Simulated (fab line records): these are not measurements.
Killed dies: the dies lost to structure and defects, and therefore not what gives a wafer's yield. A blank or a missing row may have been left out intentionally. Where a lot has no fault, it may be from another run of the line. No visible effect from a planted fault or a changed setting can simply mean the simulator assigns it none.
8D (eight disciplines) problem report, filled in by code	flow n5-finfet	the parts of the form that need people (team, actions taken, sign-off) are left out

## 1. WHAT IS WRONG
Wafers without a fault read 236 s, standard deviation 3.8; etch-rf-on-time-s at N5_BEOL_M14_ETCH_67 reads a mean of 294 s on 4 wafers belonging to 3 lots. Relative to the usual mean, that is a shift of +15 standard deviations.
The step: etches SiARC in CF4, target depth 143 nm, time 238.3 s.
The first sign was on wafer L907.1 at day 16 02:08, on rie-diel-03. The record holds 29 wafers of 10 lots with a number at this step. By rule, "out" or "out of limits" means more than 4 standard deviations away from the usual mean. The other wafers with a number count as sound.

## 2. WHAT IT IS AND WHAT IT IS NOT
question	is	is not
which readings at this step	etch-rf-on-time-s	drypump-motor-current-A, rf-vpp-V, showerhead-plenum-p-Torr, throttle-valve-pct
which lots	L907, L909, L910	L891, L894, L895, L900, L908, L912, L913
which wafers of those lots	L907.1, L907.5, L909.1, L910.5	L909.3, L909.4, L910.3, L910.6
read on which tools	rie-diel-03	rie-diel-05, rie-diel-06
when	from day 16 02:08	up to then (12 sound wafers); but 13 sound wafers of L908, L909, L910, L912, L913 came after

## 3. THE SUSPECTS, EACH WITH WHAT RULES IT OUT
Counting: any tool at a process step up to the reading remains a suspect provided it ran every lot that is out. Sound lots after the first of them don't rule it out here, since some wafers of a struck lot are sound.
- rie-diel-03 at N5_BEOL_M14_ETCH_67 (etches SiARC in CF4, target depth 143 nm, time 238.3 s): kept. It ran every lot that is out, first L907 (day 16 02:08); its last sound lot up to then is L894 (day 12 14:25). On those wafers its own readings are out: etch-rf-on-time-s.
Left after counting: rie-diel-03 at N5_BEOL_M14_ETCH_67.

## 4. THE CAUSE (what the simulator had put in)
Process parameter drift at N5_BEOL_M14_ETCH_67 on rie-diel-03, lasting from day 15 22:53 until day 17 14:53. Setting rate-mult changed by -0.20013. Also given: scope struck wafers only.
The count eliminated every tool but this one.

## 5. THE EFFECT CHAIN, in route order
Rows list readings where the struck wafers' mean (over those with a number) sits beyond 3 standard deviations from the usual. Only readings for which the record gives a usual standard deviation are gone through. hours: the time from each lot's start at the first step in this table that gives one to its start at this step, as a median over the lots. sigmas: the change in usual standard deviations.
hours	step	reading	usual	on struck wafers	change	sigmas
0	N5_BEOL_M14_ETCH_67	etch-rf-on-time-s	236 s	294	+58	+15
It contains these process steps:
- N5_BEOL_M14_ETCH_67: etches SiARC in CF4, target depth 143 nm, time 238.3 s.

## 6. HOW IT WOULD HAVE BEEN CAUGHT EARLIER
3 hours passed between the start of the fault at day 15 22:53 and the first reading out of limits in this record, taken at day 16 02:08.
